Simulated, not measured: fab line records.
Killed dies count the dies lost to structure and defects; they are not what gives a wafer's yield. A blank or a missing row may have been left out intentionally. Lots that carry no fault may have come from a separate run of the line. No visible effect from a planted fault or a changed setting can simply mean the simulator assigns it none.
Which of the tools did it? | flow nandHarc | 15 lots with 45 wafers sampled at 2 steps, on a route of 1302 steps

## WHAT EACH GAUGE READ, for each wafer
NHARC_A_BONDPAD_OVL_MEAS_35.
lot  | measured     | on         | overlayXNm (nm) | overlayYNm (nm)
L237 | day 24 20:10 | overlay-01 | 16 16 16        | 2 1 2
L235 | day 25 02:43 | overlay-01 | -8 -7 -7        | 2 2 1
L239 | day 25 07:01 | overlay-02 | 5 6 6           | -9 -9 -9
L238 | day 25 20:53 | overlay-01 | -7 -6 -6        | -3 -3 -3
L242 | day 26 13:49 | overlay-01 | 7 6 7           | 2 2 2
L241 | day 26 19:04 | overlay-01 | 1 1 1           | 3 3 3
L243 | day 27 11:55 | overlay-02 | -5 -5 -5        | 8 9 8
L244 | day 27 15:14 | overlay-01 | 8 9 9           | -11 -12 -12
L245 | day 28 02:23 | overlay-02 | 2 2 1           | 3 4 4
L247 | day 29 06:50 | overlay-01 | 0 -1 0          | 1 1 1
L253 | day 31 00:20 | overlay-01 | 0 0 0           | 8 8 8
L251 | day 31 02:38 | overlay-01 | -2 -1 -1        | 1 1 1
L254 | day 31 07:28 | overlay-01 | -14 -14 -13     | -1 -1 0
L256 | day 32 23:27 | overlay-02 | 11 11 11        | -5 -5 -5
L257 | day 33 00:11 | overlay-01 | 0 0 0           | -6 -6 -7

NHARC_HYBRID_BOND_OVL_MEAS_05.
lot  | measured     | on         | overlayXNm (nm) | overlayYNm (nm)
L237 | day 25 10:53 | overlay-02 | -20 -1 9        | -16 19 2
L235 | day 25 15:19 | overlay-02 | -4 -17 63       | 50 -54 -33
L239 | day 25 21:45 | overlay-01 | 51 -8 -28       | -43 23 -44
L238 | day 26 12:02 | overlay-01 | 22 -28 3        | 6 4 -50
L242 | day 27 02:59 | overlay-01 | 48 -34 -10      | 11 -14 22
L241 | day 27 07:20 | overlay-02 | 71 48 -22       | -13 14 -16
L243 | day 28 02:35 | overlay-02 | -17 -3 56       | -26 15 10
L244 | day 28 02:37 | overlay-01 | -6 26 -5        | 19 66 10
L245 | day 28 14:34 | overlay-01 | 34 39 -8        | -20 -1 -53
L247 | day 29 21:34 | overlay-02 | 26 -36 -15      | 31 -25 -30
L253 | day 31 12:34 | overlay-02 | 45 27 -4        | -28 -20 8
L251 | day 31 12:34 | overlay-01 | 33 -62 -23      | -31 -11 -59
L254 | day 31 18:10 | overlay-01 | 33 -27 32       | 43 -39 17
L256 | day 33 11:26 | overlay-01 | 11 -29 -11      | 82 33 -5
L257 | day 33 11:26 | overlay-02 | -42 -47 20      | 3 60 -17

## TOOL THAT RAN EACH LOT (tool first, then ch and the chambers of the sampled wafers, then the start)
There is no process step in the record ahead of these readings.

## WHAT THE TOOLS THEMSELVES READ (means of the sampled wafers that have a number; where no wafer has one, the mark that the record gives instead)
The record holds no such reading with a usual standard deviation.

## THE ANSWER, worked out from the rows above alone
Rule: the lots themselves supply what counts as usual. Put in order of their means at a reading, lots are off if they are a third of the lots or fewer, leave a main group of 4 or more, and stand apart from it by a gap of 3 or more times the standard deviation of the main group's means; of several such gaps the widest counts. Not used: any main group whose means are identical at the precision the tables above print for the reading. Also off: a lot with no number at a reading for which 4 or more lots have one. All remaining lots with rows at the step are treated as sound. After the gauges, taken in route order, come the tools' own readings; for these a lot's mean is taken, as printed above. The first step at which some lot is off is used, and at that step the reading that is off furthest; a lot without a number counts as furthest.
No lot is off at any reading shown: from this, nothing can be told.

## WHAT THE SIMULATOR PUT IN
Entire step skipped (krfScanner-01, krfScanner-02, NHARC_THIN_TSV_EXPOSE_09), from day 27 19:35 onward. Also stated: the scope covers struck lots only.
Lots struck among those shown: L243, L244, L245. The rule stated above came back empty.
